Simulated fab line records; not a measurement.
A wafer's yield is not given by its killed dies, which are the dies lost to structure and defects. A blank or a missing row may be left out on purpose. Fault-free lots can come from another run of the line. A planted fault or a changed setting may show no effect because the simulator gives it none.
fab line records	flow nandHarc
record lots=5	wafers=15	lastDay=33
route steps=1302 shown P_M1@291 P_M2@318 END@1302
lots untouched by any fault: they come from a run of this same line in which no faults occurred
startH: start of the lot's first displayed wafer, in hours after the record's first day	waitH: hours since the lot's step before	" same as the row above	L1.1+2: a single row standing in for several wafers	- no value, or no start given	* or withheld: withheld	< > ~ a bound
route shown NAME@n: names a module that has steps shown in the file, with the first one's number in the route	usual: mean/standard deviation of fault-free wafers	same: alike in all rows	chamber/n: place in a boat	sites: the reading at each site	_std_site: the standard deviation of these	_edge_site: inner sites' mean taken away from outer sites' mean	radiusMm: for every site, how far away it sits from the centre of the wafer	mask NAME#n: copy n	behind: the tool/chamber that last shaped the wafer	hold: cause of the lot's hold/its duration in hours/its outcome	device: which transistor (n, p or np) failed to switch	end of line: tests run on the same wafers once the route is complete	where a step has no rows: the recipe by itself	killed: dies that structure and defects cost at the first sort, which is not the same as the wafer's yield	map: the dies of a wafer, with x for killed, . for not killed, _ for no die there
set.NAME: the run value of the setting; set.NAME@STEP: its run value at that earlier step	model.NAME: the simulator's own value behind a step, which no gauge read
certain route steps with their lots: each step a table, each wafer a row
services: the hour from which a tool's chamber was out of use, counted from the record's first day as startH (under 0 if before that day), plus the number of hours and why
## steps
# step NHARC_P_M1_EBR_05
# step NHARC_P_M1_EXPOSE_06
# recipe na=1.35	targetCdNm=130	doseMj=81.88	maskId=P_M1
# step NHARC_P_M1_PEB_07
# recipe pebTempC=100	pebTimeS=65
# step NHARC_P_M1_DEVELOP_08
# recipe developTimeS=35	devTempC=23
# step NHARC_P_M1_CD_MEAS_09
# recipe targetCdNm=130	landingEnergyEv=500
# usual cdNm=130.1/0.77
lot.wafer	tool	chamber	startH	waitH	cdNm
L886.1	cdSem-03	0	129.72	-	130.4
L886.5	"	0	"	"	130.9
L886.6	"	0	"	"	130.2
L893.2	cdSem-01	0	205.40	-	130.3
L893.5	"	0	"	"	129.8
L893.6	"	0	"	"	131.6
L897.1	cdSem-01	0	236.95	-	131.2
L897.2	"	0	"	"	130.7
L897.3	"	0	"	"	130.1
L904.1	cdSem-02	0	303.04	-	129.1
L904.3	"	0	"	"	129.0
L904.5	"	0	"	"	130.2
L907.2	cdSem-02	0	331.27	-	130.6
L907.4	"	0	"	"	129.2
L907.6	"	0	"	"	128.9
# step NHARC_P_M1_OVL_MEAS_10
# recipe pitchNm=260
# usual overlayXNm=-0.1/0.81	overlayYNm=-0.1/0.8
lot.wafer	tool	chamber	startH	waitH	overlayXNm	overlayYNm
L886.1	overlay-02	-	129.81	-	-0.3	-0.9
L886.5	"	-	"	"	0.0	-1.0
L886.6	"	-	"	"	-0.1	-1.0
L893.2	overlay-01	-	205.49	-	-1.0	-1.1
L893.5	"	-	"	"	-0.5	-0.6
L893.6	"	-	"	"	-0.4	-0.5
L897.1	overlay-01	-	237.03	-	0.5	-1.0
L897.2	"	-	"	"	0.2	-0.4
L897.3	"	-	"	"	0.3	0.0
L904.1	overlay-01	-	303.13	-	-1.3	-0.7
L904.3	"	-	"	"	-1.1	-1.1
L904.5	"	-	"	"	-1.1	-0.9
L907.2	overlay-01	-	331.35	-	-0.7	-0.5
L907.4	"	-	"	"	-0.6	-1.1
L907.6	"	-	"	"	-1.4	-0.7
# step NHARC_P_M1_INSPECT_11
# usual rawDefectCount=5/3.7
lot.wafer	tool	chamber	startH	waitH	rawDefectCount
L886.1	defectInspect-01	-	129.84	0.0	12
L886.5	"	-	"	"	9
L886.6	"	-	"	"	5
L893.2	defectInspect-02	-	205.52	0.0	3
L893.5	"	-	"	"	4
L893.6	"	-	"	"	4
L897.1	defectInspect-01	-	237.07	0.0	4
L897.2	"	-	"	"	5
L897.3	"	-	"	"	4
L904.1	defectInspect-01	-	303.16	0.0	5
L904.3	"	-	"	"	1
L904.5	"	-	"	"	1
L907.2	defectInspect-01	-	331.39	0.0	0
L907.4	"	-	"	"	1
L907.6	"	-	"	"	6
# step NHARC_P_M1_DESCUM_14
# recipe timeS=3	o2FlowSccm=200	arFlowSccm=0	biasPowerW=0	chemistry=O2
# step NHARC_P_M1_ETCH_35
# recipe targetDepthA=400	overetchA=120	timeS=43.94	ionEnergyEv=200	n2FlowSccm=150	h2FlowSccm=150	arFlowSccm=0	rfW=400	biasW=150	chemistry=N2/H2
# usual drypumpMotorCurrentA=5.8/0.46	n2FlowSccm=150.0/0.43	oesProductAu=1.005/0.017	rfFwdPowerW=394.0/1.6	rfVppV=430.0/2.5	showerheadPlenumPTorr=2.02/0.081	throttleValvePct=14.170/0.0086
lot.wafer	tool	chamber	startH	waitH	drypumpMotorCurrentA	n2FlowSccm	oesProductAu	rfFwdPowerW	rfHoursCounterH	rfVppV	showerheadPlenumPTorr	throttleValvePct
L886.1	rieDiel-12	2	130.01	0.1	5.7	151.0	1.006	394.8	2	430.1	2.01	14.162
L886.6	"	3	"	"	6.6	149.9	0.993	394.9	-	430.0	2.03	14.165
L886.5	"	0	"	"	5.7	150.5	0.982	395.9	-	429.1	1.99	14.183
L893.2	rieDiel-12	2	205.67	0.1	5.7	150.2	0.991	393.1	6	429.0	2.01	14.170
L893.5	"	2	"	"	5.7	149.6	0.993	392.8	-	430.6	2.01	14.174
L893.6	"	3	"	"	6.6	150.3	0.993	395.0	-	428.7	2.03	14.167
L897.1	rieDiel-12	1	237.22	0.1	5.2	149.6	1.039	393.7	9	427.1	1.92	14.175
L897.3	"	2	"	"	5.7	150.0	0.978	394.4	7	429.9	2.01	14.157
L897.2	"	3	"	"	6.6	149.1	0.986	393.4	8	430.5	2.03	14.181
L904.3	rieDiel-01	3	303.33	0.1	6.1	150.3	0.990	396.3	9	432.9	2.08	14.173
L904.1	"	0	"	"	5.9	150.3	0.990	392.0	8	427.2	1.94	14.159
L904.5	"	1	"	"	5.7	149.1	1.012	394.3	-	435.2	2.19	14.166
L907.4	rieDiel-01	1	331.54	0.1	5.6	150.6	1.016	393.5	11	434.4	2.19	14.168
L907.2	"	0	"	"	5.9	149.7	0.994	390.3	11	426.4	1.94	14.179
L907.6	"	1	"	"	5.6	150.1	1.022	393.8	-	435.7	2.19	14.165
# step NHARC_P_M1_ETCH_15
# recipe targetDepthA=1825	timeS=91.2	c4f8FlowSccm=withheld	arFlowSccm=400	rfW=600	biasW=300	chemistry=C4F8/Ar
# step NHARC_P_M1_CD_MEAS_16
# usual cdNm=130.2/1.1
lot.wafer	tool	chamber	startH	waitH	cdNm
L886.1	cdSem-03	-	130.21	-	131.4
L886.5	"	-	"	"	131.7
L886.6	"	-	"	"	128.6
L893.2	cdSem-03	-	205.89	-	130.1
L893.5	"	-	"	"	130.4
L893.6	"	-	"	"	131.5
L897.1	cdSem-03	-	237.44	-	130.7
L897.2	"	-	"	"	130.4
L897.3	"	-	"	"	130.4
L904.1	cdSem-01	-	303.57	-	129.4
L904.3	"	-	"	"	129.5
L904.5	"	-	"	"	130.8
L907.2	cdSem-01	-	331.76	-	131.0
L907.4	"	-	"	"	130.7
L907.6	"	-	"	"	129.9
# step NHARC_P_M1_STRIP_18
# recipe powerW=1000	n2FlowSccm=150	h2FlowSccm=150	arFlowSccm=0	biasW=0	chemistry=N2/H2
# step NHARC_P_M1_ETCH_28
# recipe targetDepthA=300	overEtchFrac=0.3	timeS=72.99	ionEnergyEv=150	cf4FlowSccm=50	n2FlowSccm=100	arFlowSccm=150	rfW=300	biasW=100	chemistry=CF4/N2
# usual drypumpMotorCurrentA=5.9/0.49	n2FlowSccm=99.99/0.29	oesProductAu=1.003/0.016	rfFwdPowerW=297.1/1.2	rfVppV=314.0/1.9	showerheadPlenumPTorr=2.62/0.1	throttleValvePct=19.794/0.0087
# same overEtchFrac=0.3
lot.wafer	tool	chamber	startH	waitH	drypumpMotorCurrentA	n2FlowSccm	oesProductAu	rfFwdPowerW	rfHoursCounterH	rfVppV	showerheadPlenumPTorr	throttleValvePct
L886.1	rieDiel-01	1	130.54	-	5.6	100.10	1.026	297.8	9	319.3	2.81	19.794
L886.5	"	3	"	"	6.1	99.73	1.001	298.2	-	317.1	2.68	19.800
L886.6	"	0	"	"	5.9	99.83	1.004	296.2	-	311.6	2.52	19.802
L893.2	rieDiel-12	1	206.22	-	5.2	99.71	1.043	297.3	7	312.2	2.49	19.794
L893.5	"	3	"	"	6.6	100.69	0.997	296.6	-	314.6	2.62	19.806
L893.6	"	0	"	"	5.7	100.01	0.988	297.0	-	313.0	2.56	19.804
L897.1	rieDiel-01	3	237.75	-	6.1	100.18	0.988	298.4	3	315.6	2.67	19.783
L897.3	"	0	"	"	5.9	100.68	0.987	296.0	2	311.7	2.51	19.795
L897.2	"	1	"	"	5.6	99.74	1.006	297.6	2	317.4	2.80	19.785
L904.3	rieDiel-01	0	303.94	-	5.9	100.24	0.996	294.1	9	312.7	2.51	19.783
L904.1	"	1	"	"	5.7	99.98	1.010	298.0	9	319.0	2.80	19.804
L904.5	"	3	"	"	6.1	100.00	0.996	297.4	-	315.4	2.67	19.790
L907.2	rieDiel-11	2	332.08	-	6.5	100.11	1.000	295.6	21	313.5	2.64	19.785
L907.4	"	3	"	"	4.8	100.56	0.984	297.8	21	312.4	2.47	19.782
L907.6	"	1	"	"	6.3	99.15	0.996	298.2	-	312.3	2.56	19.797
# step NHARC_P_M1_STRIP_19
# recipe timeS=600	tempC=30	chemistry=postEtchResidueRemover
# step NHARC_P_M1_DEGAS_29
# recipe tempC=250	timeS=60
# usual heaterPowerW=325/29
lot.wafer	tool	chamber	startH	waitH	heaterPowerW
L886.1	pvdSputter-03	-	130.93	-	292
L886.6	"	-	"	"	303
L886.5	"	-	"	"	290
L893.2	pvdSputter-03	-	206.62	-	286
L893.5	"	-	"	"	297
L893.6	"	-	"	"	339
L897.1	pvdSputter-02	-	238.15	-	300
L897.3	"	-	"	"	371
L897.2	"	-	"	"	340
L904.1	pvdSputter-03	-	304.36	-	294
L904.3	"	-	"	"	349
L904.5	"	-	"	"	299
L907.4	pvdSputter-03	-	332.47	-	336
L907.2	"	-	"	"	295
L907.6	"	-	"	"	369
# step NHARC_P_M1_PRE_CLEAN_30
# recipe timeS=30	tempC=280	gas=H2/He
# usual heaterPowerW=398/36
lot.wafer	tool	chamber	startH	waitH	heaterPowerW
L886.1	pvdSputter-03	-	-	-	365
L886.5	"	-	"	"	352
L886.6	"	-	"	"	398
L893.2	pvdSputter-03	-	-	-	416
L893.6	"	-	"	"	371
L893.5	"	-	"	"	412
L897.2	pvdSputter-02	-	-	-	390
L897.3	"	-	"	"	375
L897.1	"	-	"	"	464
L904.1	pvdSputter-03	-	-	-	421
L904.3	"	-	"	"	362
L904.5	"	-	"	"	417
L907.4	pvdSputter-03	-	-	-	458
L907.2	"	-	"	"	362
L907.6	"	-	"	"	418
# step NHARC_P_M1_PVD_20
# recipe targetThkA=50	biasV=168.6	powerW=15000	chamberPressurePa=0.12	timeS=8.06	substrateTempC=50	material=TaN
# step NHARC_P_M1_PVD_21
# recipe targetThkA=300	chamberPressurePa=5	powerW=5000	substrateTempC=30	timeS=20.49	material=Cu
# usual throttleValvePct=30.1/1.3
lot.wafer	tool	chamber	startH	waitH	throttleValvePct
L886.1	pvdSputter-03	-	-	-	27.7
L886.6	"	-	"	"	28.0
L886.5	"	-	"	"	31.6
L893.2	pvdSputter-03	-	-	-	30.8
L893.6	"	-	"	"	27.1
L893.5	"	-	"	"	31.6
L897.1	pvdSputter-02	-	-	-	30.8
L897.3	"	-	"	"	28.9
L897.2	"	-	"	"	30.7
L904.1	pvdSputter-03	-	-	-	30.5
L904.3	"	-	"	"	26.9
L904.5	"	-	"	"	30.7
L907.4	pvdSputter-03	-	-	-	27.3
L907.2	"	-	"	"	31.5
L907.6	"	-	"	"	27.0
# step NHARC_P_M1_ECD_22
# recipe targetThkA=4000	bathTempC=25	material=Cu
# step NHARC_P_M1_ANNEAL_31
# recipe tempC=225	timeS=90
# step NHARC_P_M1_CMP_23
# recipe tOverpolishS=20	targetThkNm=157.82
# step NHARC_P_M1_THK_MEAS_24
# recipe thkMeasGauge=xrf
# usual thkNm=158.2/2.1
lot.wafer	tool	chamber	startH	waitH	thkNm
L886.1	filmMetro-02	-	132.32	-	156.9
L886.5	"	-	"	"	158.7
L886.6	"	-	"	"	156.1
L893.2	filmMetro-02	-	207.99	-	158.9
L893.5	"	-	"	"	160.6
L893.6	"	-	"	"	160.8
L897.1	filmMetro-02	-	239.55	-	157.5
L897.2	"	-	"	"	160.4
L897.3	"	-	"	"	160.8
L904.1	filmMetro-01	-	305.76	-	155.5
L904.3	"	-	"	"	156.2
L904.5	"	-	"	"	157.3
L907.2	filmMetro-02	-	333.87	-	155.5
L907.4	"	-	"	"	161.2
L907.6	"	-	"	"	161.5
# step NHARC_P_M1_SRD_25
# step NHARC_P_M1_PRE_CLEAN_32
# recipe timeS=12	tempC=370	rfPowerW=300	gas=NH3
# step NHARC_P_M1_DEP_33
# recipe targetThkA=300	tempC=370	targetThkNm=30	pressureTorr=3	flowSccm=200	rfW=450	material=SiCN
# step NHARC_P_M2_DEP_00
# recipe targetThkA=1825	targetThkNm=182.5	tempC=withheld	pressureTorr=5	flowSccm=200	rfW=600	material=SiOC
# step NHARC_P_M2_DEHYDRATE_01
# recipe tempC=150	timeS=120
# step NHARC_P_M2_HMDS_02
# recipe timeS=30
# step NHARC_P_M2_COAT_34
# recipe tempC=200	timeS=65
# step NHARC_P_M2_COAT_03
# recipe spinRpm=1500	resistThkNm=90
# step NHARC_P_M2_SOFTBAKE_04
# recipe tempC=105	timeS=55
# step NHARC_P_M2_EBR_05
# step NHARC_P_M2_EXPOSE_06
# recipe na=1.35	targetCdNm=170	doseMj=80.78	maskId=P_M2
# step NHARC_P_M2_PEB_07
# recipe pebTempC=100	pebTimeS=65
# step NHARC_P_M2_DEVELOP_08
# recipe developTimeS=35	devTempC=23
# step NHARC_P_M2_CD_MEAS_09
# recipe targetCdNm=170	landingEnergyEv=500
# usual cdNm=170.0/0.75
lot.wafer	tool	chamber	startH	waitH	cdNm
L886.1	cdSem-03	0	133.89	-	170.3
L886.5	"	0	"	"	170.0
L886.6	"	0	"	"	170.6
L893.2	cdSem-01	0	209.54	-	171.4
L893.5	"	0	"	"	171.4
L893.6	"	0	"	"	171.5
L897.1	cdSem-01	0	240.95	-	169.4
L897.2	"	0	"	"	169.8
L897.3	"	0	"	"	168.8
L904.1	cdSem-01	0	307.36	-	170.4
L904.3	"	0	"	"	169.0
L904.5	"	0	"	"	169.6
L907.2	cdSem-03	0	335.42	-	170.4
L907.4	"	0	"	"	170.3
L907.6	"	0	"	"	171.0
# step NHARC_P_M2_OVL_MEAS_10
# recipe pitchNm=340
# usual overlayXNm=0.3/0.66	overlayYNm=-0.2/0.78
lot.wafer	tool	chamber	startH	waitH	overlayXNm	overlayYNm
L886.1	overlay-02	-	133.97	-	1.3	0.6
L886.5	"	-	"	"	1.1	0.4
L886.6	"	-	"	"	1.0	0.0
L893.2	overlay-02	-	209.63	-	0.7	-0.3
L893.5	"	-	"	"	-0.1	-0.6
L893.6	"	-	"	"	0.0	-1.1
L897.1	overlay-01	-	241.04	-	0.5	0.0
L897.2	"	-	"	"	-0.1	0.3
L897.3	"	-	"	"	-0.2	0.4
L904.1	overlay-02	-	307.45	-	1.2	-1.7
L904.3	"	-	"	"	1.5	-1.9
L904.5	"	-	"	"	1.2	-2.0
L907.2	overlay-02	-	335.50	-	-0.6	0.8
L907.4	"	-	"	"	0.2	0.5
L907.6	"	-	"	"	-0.3	1.0
# step NHARC_P_M2_DESCUM_14
# recipe timeS=3	o2FlowSccm=200	arFlowSccm=0	biasPowerW=0	chemistry=O2
# usual drypumpMotorCurrentA=5.8/0.39	oesProductAu=0.996/0.014	rfVppV=57.9/0.87	showerheadPlenumPTorr=1.91/0.058	throttleValvePct=11.312/0.0097
lot.wafer	tool	chamber	startH	waitH	drypumpMotorCurrentA	oesProductAu	rfHoursCounterH	rfVppV	showerheadPlenumPTorr	throttleValvePct
L886.1	rieDiel-02	0	134.08	0.1	5.5	1.002	4.4	57.9	1.90	11.314
L886.5	"	3	"	"	5.9	0.980	-	58.0	1.92	11.322
L886.6	"	0	"	"	5.5	1.009	-	57.9	1.90	11.318
L893.2	rieDiel-02	1	209.74	0.1	6.1	0.996	7.3	57.8	1.97	11.322
L893.6	"	3	"	"	5.8	0.980	-	58.4	1.92	11.321
L893.5	"	0	"	"	5.6	1.002	-	58.8	1.90	11.325
L897.2	rieDiel-05	2	241.14	0.1	6.1	0.999	0.2	58.6	2.01	11.324
L897.3	"	3	"	"	6.1	1.011	0.1	56.0	1.87	11.305
L897.1	"	0	"	"	6.0	1.014	0.2	56.9	1.82	11.303
L904.1	rieDiel-02	3	307.54	0.1	5.9	0.979	3.6	58.2	1.92	11.313
L904.3	"	1	"	"	6.1	0.984	3.8	57.0	1.97	11.298
L904.5	"	0	"	"	5.6	1.014	-	56.6	1.89	11.314
L907.4	rieDiel-02	0	335.60	0.1	5.6	1.006	5.4	56.9	1.89	11.317
L907.2	"	3	"	"	5.8	0.981	5.4	58.0	1.92	11.303
L907.6	"	0	"	"	5.6	1.012	-	57.8	1.89	11.317
# step NHARC_P_M2_ETCH_35
# recipe targetDepthA=400	overetchA=120	timeS=43.94	ionEnergyEv=200	n2FlowSccm=150	h2FlowSccm=150	arFlowSccm=0	rfW=400	biasW=150	chemistry=N2/H2
# step NHARC_END_SORT_01
# recipe tempC=25
# usual defectLimitedYield=91.5/2.7	killedAtArray=52/19	killedAtOther=0.9/1.3	killedAtPeriphery=4/3.1	killedDies=57/18	killedOpen=3.2/1.7	killedShort=2.3/1.4	sort_bin_2_pct=2.9/1.2	sort_bin_3_pct=0.6/0.42	sort_bin_4_pct=4.9/1.5	sortNPass=620/18	sortRimYieldPct=93/4.3	sortYieldPct=91.5/2.7
# same grossDies=677	sort_bin_5_pct[%]=0	sort_bin_6_pct[%]=0	sort_bin_7_pct[%]=0	sort_bin_8_pct[%]=0	sortRimNGross=106.00
lot.wafer	tool	chamber	startH	waitH	defectLimitedYield[%]	killedAtArray	killedAtOther	killedAtPeriphery	killedDies	killedOpen	killedShort	sort_bin_2_pct[%]	sort_bin_3_pct[%]	sort_bin_4_pct[%]	sortNPass	sortRimYieldPct[%]	sortYieldPct[%]
L886.1	prober-02	0	568.83	2.5	94.8	29	0	6	35	1	3	1.3	0.6	3.2	642	92	94.8
L886.5	prober-02	0	572.03	3.7	94.7	28	1	7	36	0	4	1.8	0.3	3.2	641	87	94.7
L886.6	prober-02	0	572.83	4.0	92.3	47	0	5	52	2	2	2.4	0.9	4.4	625	95	92.3
L893.2	prober-02	0	647.98	2.8	87.0	83	3	2	88	3	2	4.7	0.9	7.4	589	93	87.0
L893.5	prober-02	0	650.37	3.7	90.3	58	6	2	66	1	2	3.8	1.5	4.4	611	99	90.3
L893.6	prober-02	0	651.17	4.0	89.5	65	3	3	71	3	4	4.3	1.5	4.7	606	92	89.5
L897.1	prober-01	0	672.44	2.5	86.3	92	0	1	93	2	1	4.1	1.5	8.1	584	89	86.3
L897.2	prober-01	0	673.24	2.8	88.5	74	0	4	78	3	4	3.0	1.3	7.2	599	92	88.5
L897.3	prober-01	0	674.03	3.1	90.0	64	0	4	68	2	3	3.5	1.0	5.5	609	83	90.0
L904.1	prober-02	0	738.20	2.5	93.8	37	0	5	42	3	5	1.8	0.9	3.5	635	83	93.8
L904.3	prober-02	0	739.80	3.1	91.7	54	0	2	56	0	3	2.7	1.2	4.4	621	93	91.7
L904.5	prober-02	0	741.40	3.7	83.2	51	0	63	114	2	5	5.5	5.2	6.2	563	82	83.2
# killed by level:class
L886.1 A_CHANNEL_HOLE_D2:chamberFilmFlake=12 A_SLIT:chamberFilmFlake=10 P_STI:chamberFilmFlake=4 A_WL_FILL:geometricParticle:short=2 P_CONTACT:chamberFilmFlake=2 A_STAIRCASE:chamberFilmFlake=2 A_CHANNEL_FILL_D1:geometricParticle:short=1 A_CONTACT:geometricParticle:open=1
L886.5 A_SLIT:chamberFilmFlake=13 A_CHANNEL_HOLE_D2:chamberFilmFlake=10 P_STI:chamberFilmFlake=4 P_M0:geometricParticle:short=1 A_DECK1_JOINT:geometricParticle:short=1 A_CHANNEL_FILL_D2:geometricParticle:short=1 P_ZERO_WELL:chamberFilmFlake=1 P_CONTACT:chamberFilmFlake=1
L886.6 A_SLIT:chamberFilmFlake=31 A_CHANNEL_HOLE_D2:chamberFilmFlake=8 A_STAIRCASE:chamberFilmFlake=3 P_STI:chamberFilmFlake=2 A_CONTACT:chamberFilmFlake=2 P_GATE:geometricParticle:short=1 P_CONTACT:geometricParticle:open=1 A_M0:geometricParticle:open=1
L893.2 A_CHANNEL_HOLE_D1:chamberFilmFlake=36 A_CHANNEL_HOLE_D2:chamberFilmFlake=35 A_STAIRCASE:chamberFilmFlake=3 A_CONTACT:chamberFilmFlake=3 THIN_TSV:chamberFilmFlake=3 P_CONTACT:geometricParticle:open=1 A_SOURCE_PLATE:geometricParticle:short=1 A_SOURCE_PLATE:geometricParticle:open=1
L893.5 A_CHANNEL_HOLE_D1:chamberFilmFlake=29 A_CHANNEL_HOLE_D2:chamberFilmFlake=21 THIN_TSV:chamberFilmFlake=6 A_CONTACT:chamberFilmFlake=4 A_DECK1_JOINT:chamberFilmFlake=2 P_CONTACT:geometricParticle:short=1 P_M2:geometricParticle:short=1 A_M1:geometricParticle:open=1
L893.6 A_CHANNEL_HOLE_D2:chamberFilmFlake=26 A_CHANNEL_HOLE_D1:chamberFilmFlake=25 A_CONTACT:chamberFilmFlake=3 THIN_TSV:chamberFilmFlake=3 A_SOURCE_PLATE:geometricParticle:short=2 A_ONON_D2:geometricParticle:open=2 P_ZERO_WELL:chamberFilmFlake=2 A_DECK1_JOINT:chamberFilmFlake=2
L897.1 A_SLIT:chamberFilmFlake=40 A_CHANNEL_HOLE_D1:chamberFilmFlake=37 A_CHANNEL_HOLE_D2:chamberFilmFlake=9 A_ZERO_WELL:chamberFilmFlake=2 P_M0:geometricParticle:short=1 A_DECK1_JOINT:geometricParticle:open=1 A_BLC:geometricParticle:open=1 A_STAIRCASE:chamberFilmFlake=1
L897.2 A_CHANNEL_HOLE_D1:chamberFilmFlake=32 A_SLIT:chamberFilmFlake=16 A_CHANNEL_HOLE_D2:chamberFilmFlake=14 A_STAIRCASE:chamberFilmFlake=3 A_DECK1_JOINT:geometricParticle:short=2 P_STI:chamberFilmFlake=2 P_M1:geometricParticle:open=1 A_CHANNEL_HOLE_D1:geometricParticle:short=1
L897.3 A_CHANNEL_HOLE_D1:chamberFilmFlake=32 A_SLIT:chamberFilmFlake=15 A_CHANNEL_HOLE_D2:chamberFilmFlake=7 A_CONTACT:chamberFilmFlake=5 P_GATE:chamberFilmFlake=2 P_CONTACT:geometricParticle:short=1 A_DECK1_JOINT:geometricParticle:short=1 A_ONON_D2:geometricParticle:short=1
L904.1 A_SLIT:chamberFilmFlake=16 A_CONTACT:chamberFilmFlake=9 A_DECK1_JOINT:geometricParticle:short=2 A_ZERO_WELL:chamberFilmFlake=2 A_CHANNEL_HOLE_D1:chamberFilmFlake=2 P_GATE:geometricParticle:open=1 P_CONTACT:geometricParticle:short=1 P_M0:geometricParticle:open=1
L904.3 A_SLIT:chamberFilmFlake=29 A_CONTACT:chamberFilmFlake=11 A_CHANNEL_HOLE_D1:chamberFilmFlake=7 A_CHANNEL_HOLE_D2:chamberFilmFlake=3 A_ZERO_WELL:chamberFilmFlake=2 P_GATE:geometricParticle:short=1 P_M0:geometricParticle:short=1 A_SGD_CUT:geometricParticle:short=1
L904.5 P_M1:unspecified=61 A_SLIT:chamberFilmFlake=32 A_CONTACT:chamberFilmFlake=7 A_CHANNEL_HOLE_D1:chamberFilmFlake=5 A_ONON_D1:geometricParticle:short=2 P_GATE:geometricParticle:short=1 A_ONON_D2:geometricParticle:short=1 A_CHANNEL_FILL_D2:geometricParticle:open=1
# map L904.5 (x killed, . not)
____________.____________
_________......._________
_______..........._______
______........x....______
_____..............._____
____.................____
____.................____
___....xx..x..........___
___...................___
__.....................__
__.....................__
_......................._
_......................._
_.................x....._
_..........x...xx......._
_.........xxxxxx........_
...........x.x.xx....x...
...........xxx..........x
.....x.....x.xxx........x
.............xx.x....x...
...........x.xxxxx.......
_.x.x........xx.x......._
_.x....................._
_x..x........x.........._
_....x...x.............._
_x..xx.................._
__...xxxx..............__
__..xxxxx.x............__
___xxxxxx.............___
___xxxxxxxxx..........___
____xxxxxxxx.........____
____xxxxxxx..........____
_____xxxxxxx........_____
______xxxxxx.......______
_______xxxx...x..._______
_________xx....._________
____________x____________
# map L886.6 (x killed, . not)
____________.____________
_________....x.._________
_______..........._______
______.............______
_____..............._____
____.................____
____.................____
___.......x...........___
___.......xx....x.....___
__.....................__
__.....................__
_...........x..........._
_.........x............._
_........xx..x.........._
_x.........xx..........._
_..........x.xx........._
..........xxxxxx.........
..........x.xxxx.........
...........xxxx..........
...........x.xxx.........
....x.......xxx..x.......
_......x.....x....x....._
_......................._
_...x....x.............._
_x.x...................x_
_x......................_
__.....................__
__.......x.............__
___...................___
___...................___
____.................____
____..............x..____
_____..............._____
______.............______
_______.......x..._______
_________......._________
____________.____________
## services
tool	chamber	startH	hours	kind
rieDiel-12	1	109.23	2.7	repair
rieDiel-12	1	123.92	2.9	repair
rieDiel-12	2	146.56	9.0	repair
pvdSputter-03	-	162.79	2.1	repair
pvdSputter-03	-	170.05	10.0	pm
rieDiel-11	2	176.03	8.5	repair
rieDiel-05	-	190.68	2.6	repair
pvdSputter-02	-	202.78	7.2	repair
rieDiel-01	-	203.80	9.0	pm
rieDiel-02	-	216.70	9.0	pm
rieDiel-05	-	229.65	9.0	pm
rieDiel-12	-	243.82	0.8	repair
rieDiel-05	1	254.30	11.8	repair
rieDiel-02	3	254.78	8.2	repair
rieDiel-11	-	256.52	9.0	pm
pvdSputter-02	-	263.39	3.7	repair
rieDiel-12	-	268.43	9.0	pm
pvdSputter-02	-	282.00	10.0	pm
rieDiel-01	2	289.87	30.9	repair
rieDiel-12	2	293.71	12.6	repair
rieDiel-02	3	294.24	3.5	repair
rieDiel-11	1	308.06	5.9	repair
pvdSputter-02	-	311.47	1.1	repair
pvdSputter-03	-	318.51	4.7	repair
## key
firstSign step=NHARC_END_SORT_01	reading=killedAtPeriphery	direction=up	sigmas=19	usual=4	struck=63
effect step=NHARC_END_SORT_01	reading=killedDies	direction=up	sigmas=3.1	usual=57	struck=114
moreKillsBornAt NHARC_P_M1_ETCH_28@rieDiel-01=61
metAt NHARC_P_M1_ETCH_28
struckWafers L904.5
onsetBetween 237.75 303.94
fault kind=chamberParticleSource	tool=rieDiel-01	chamber=3	onsetH=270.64	steps=NHARC_P_M1_ETCH_28	ratePerVisitCm2=1.9634	endH=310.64
